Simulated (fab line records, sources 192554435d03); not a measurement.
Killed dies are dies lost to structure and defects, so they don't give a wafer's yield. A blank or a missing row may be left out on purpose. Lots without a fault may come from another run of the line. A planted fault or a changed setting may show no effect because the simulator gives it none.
Split-lot experiment | flow n5_finfet | 7 lots, 21 wafers read, on a route of 1938 steps

THE SPLIT
At N5_BEOL_M6_ETCH_66 (etches SOC in N2/H2, target depth 80 nm, overetch 16 nm, time 120 s), the setting bias_w was moved away from the recipe's 150 W on 3 of the 21 wafers read, by -12.6% to +11.2%. The other wafers ran this setting at the recipe's value.

The reading is taken at the split's own step.

THE READING
rf_vpp_V, in V, at N5_BEOL_M6_ETCH_66 (etches SOC in N2/H2, target depth 80 nm, overetch 16 nm, time 120 s). Fault-free wafers of this fab line usually give 524.1 V, standard deviation 1.7 V.

wafer  | tool, chamber at the split | bias_w as run, W | against the recipe | rf_vpp_V, V | against lot-mates on the recipe
L083.1 | rie_diel-05, 2             | 150              | recipe             | 522.0       | -
L083.3 | rie_diel-05, 0             | 166.8            | +11.2%             | 560.5       | +38.5
L083.6 | rie_diel-05, 2             | 166.8            | +11.2%             | 560.3       | +38.3
L085.1 | rie_diel-02, 2             | 150              | recipe             | 522.7       | -
L085.5 | rie_diel-02, 3             | 150              | recipe             | 525.3       | -
L085.6 | rie_diel-02, 0             | 150              | recipe             | 524.3       | -
L086.2 | rie_diel-02, 0             | 150              | recipe             | 523.9       | -
L086.4 | rie_diel-02, 3             | 150              | recipe             | 524.6       | -
L086.6 | rie_diel-02, 2             | 150              | recipe             | 524.1       | -
L089.1 | rie_diel-05, 1             | 150              | recipe             | 521.7       | -
L089.3 | rie_diel-05, 3             | 150              | recipe             | 525.4       | -
L089.5 | rie_diel-05, 3             | 150              | recipe             | 525.3       | -
L093.1 | rie_diel-05, 3             | 150              | recipe             | 524.9       | -
L093.4 | rie_diel-05, 1             | 150              | recipe             | 522.1       | -
L093.6 | rie_diel-05, 0             | 150              | recipe             | 524.3       | -
L079.1 | rie_diel-05, 1             | 150              | recipe             | 522.7       | -
L079.2 | rie_diel-05, 3             | 150              | recipe             | 526.5       | -
L079.3 | rie_diel-05, 2             | 150              | recipe             | 523.2       | -
L096.1 | rie_diel-04, 0             | 150              | recipe             | 523.7       | -
L096.3 | rie_diel-04, 3             | 131.1            | -12.6%             | 480.3       | -43.7
L096.5 | rie_diel-04, 3             | 150              | recipe             | 524.3       | -

THE FIT
A straight line over all 21 wafers: rf_vpp_V changes by +3.34 V for each +1% of bias_w; r = +1.00; the points scatter about the line by 1.3 V.
The same after taking each lot's own level away (the mean of its wafers on the recipe; 21 wafers): +3.44 V for each +1%; r = +1.00; scatter 1.2 V.
On that fit, the largest move of bias_w shifts the reading by 43 V.
The lots' own levels span 522.00 to 524.20 V, that is 1.3 times the standard deviation above.
So the lot-to-lot level changes the slope little: the two slopes agree.
Check: with one of the wafers moved furthest among these (-12.6%) left out of the fit, the line predicts -43.2 V for it against its lot-mates. It came out at -43.7 V against them.
Tool readings at the split's step, against how far the setting was moved: rf_vpp_V r = +1.00.

OTHER SPLITS ON THESE WAFERS
These wafers also went through other splits before the reading. Each is held against what the fit with the lots' levels taken away leaves over:
other split on the same wafers | wafers away from the commonest value | r with rf_vpp_V (lot level and that fit taken away)
N5_BEOL_M5_EXPOSE_25 dose_mj   | 10                                   | +0.04
N5_BEOL_M5_ETCH_68 time_s      | 7                                    | +0.05

THE WHOLE CHAIN: every reading that the file lists as answering this split, in the file's order
step               | what it does                                                        | reading                                                                          | change (the file's fit)                | r (the file's)
N5_BEOL_M6_ETCH_66 | etches SOC in N2/H2, target depth 80 nm, overetch 16 nm, time 120 s | rf_vpp_V                                                                         | +3.45 V for each +1% of the setting    | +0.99
N5_BEOL_M6_ETCH_66 | etches SOC in N2/H2, target depth 80 nm, overetch 16 nm, time 120 s | SiARC_of_BEOL_M6_COAT_64.thk_nm (the simulator's own value, which no gauge read) | -0.0764 nm for each +1% of the setting | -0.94

THE FILE'S OWN FIT
rf_vpp_V changes by +3.45 V for each +1% of bias_w, r = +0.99.
